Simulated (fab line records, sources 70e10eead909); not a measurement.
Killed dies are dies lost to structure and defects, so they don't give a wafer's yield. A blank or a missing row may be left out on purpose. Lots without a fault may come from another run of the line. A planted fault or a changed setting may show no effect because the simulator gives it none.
A struck lot beside a sound one | flow nand_harc | 15 steps out of a route of 1302
Sound: wafers L982.2, L982.3, L982.5. Struck: wafers L968.2, L968.3, L968.4. The cause comes at the end.
At each step with rows: each side's tool, then ch and its chambers, then its first start. Under that, the readings that differ: sound wafers | struck wafers | difference of the means | sigmas: that difference in standard deviations of wafers without a fault.
alike: readings whose means differ by less than 2 such deviations, and words and numbers that are the same on both sides. not compared: withheld readings, readings that some wafer has no value for, bounds like >300 that may hide the same value, and numbers for which the record gives no deviation and whose values overlap.
The two part at a step that has a row with sigmas, a row that says differs or no value, or rows on one side only. Numbers that don't overlap but have no deviation are shown without sigmas and don't part them. A reading that every wafer of one side lacks parts them only if that side has two wafers or more.

first, 6 steps without rows for these wafers: NHARC_P_STI_COAT_03 (resist thk 600 nm); NHARC_P_STI_SOFTBAKE_04 (time 70 s); NHARC_P_STI_EBR_05; NHARC_P_STI_EXPOSE_06 (exposes mask P STI, target cd 200 nm); NHARC_P_STI_PEB_07 (peb time 80 s); NHARC_P_STI_DEVELOP_08 (time 50 s).
NHARC_P_STI_CD_MEAS_09: target cd 200 nm.
  sound on cd_sem-03 ch 0, day 10 17:39; struck on cd_sem-02 ch 0, day 4 22:11
  alike: cd_nm
NHARC_P_STI_OVL_MEAS_10:
  sound on overlay-01, day 10 17:44; struck on overlay-02, day 4 22:16
  alike: overlay_x_nm, overlay_y_nm
NHARC_P_STI_INSPECT_11:
  sound on defect_inspect-01, day 10 17:46; struck on defect_inspect-01, day 4 22:19
  alike: raw_defect_count
then, 1 step without rows for these wafers: NHARC_P_STI_HARDBAKE_13 (time 65 s).
NHARC_P_STI_DESCUM_14: chemistry O2, time 3 s.
  sound on rie_diel-11 ch 0,2,3, day 10 17:55; struck on rie_diel-06 ch 1,2,3, day 4 22:26
  alike: drypump_motor_current_A, mfc_ar_sccm, oes_product_au, rf_vpp_V, showerhead_plenum_p_Torr, throttle_valve_pct
  not compared: rf_hours_counter_h
NHARC_P_STI_ETCH_42: etches the open film in N2/H2, target depth 80 nm, overetch 24 nm, time 61 s.
  sound on rie_diel-11 ch 0,2,3, day 10 18:01; struck on rie_diel-06 ch 0,1,2, day 4 22:32
  alike: bias_w, chamber_pressure_mTorr, drypump_motor_current_A, mfc_ar_sccm, oes_product_au, rf_vpp_V, showerhead_plenum_p_Torr, throttle_valve_pct
  not compared: rf_hours_counter_h
NHARC_P_STI_ETCH_31: etches the open film in CF4/CHF3, target depth 108.9 nm, time 54.5 s.
  sound on rie_diel-11 ch 2,3, day 10 18:34; struck on rie_diel-06 ch 0,1,2, day 4 22:37
  no value came back on the struck wafers for any of 8 readings (bias_w (W), cf4_flow_sccm (sccm) and others); on the sound wafers bias_w (W) reads 199.5 199.6 200.3
  not compared: rf_hours_counter_h
NHARC_P_STI_ETCH_15: etches the open film in HBr/Cl2, target depth 300 nm, time 100.1 s.
  sound on rie_si-03 ch 0,1,3, day 10 18:40; struck on rie_si-05 ch 1,2,3, day 4 22:43
  alike: bias_w, chamber_pressure_mTorr, drypump_motor_current_A, oes_product_au, throttle_valve_pct
  not compared: rf_hours_counter_h
then, 1 step without rows for these wafers: NHARC_END_SORT_01.

WHERE THEY PART
Only at NHARC_P_STI_ETCH_31, within this record. Later steps at which nothing parts them and some readings are alike: NHARC_P_STI_ETCH_15.

WHY: what the simulator had put in
Skipped step whole: rie_diel-06, from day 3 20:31 on, at NHARC_P_STI_ETCH_31. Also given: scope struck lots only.
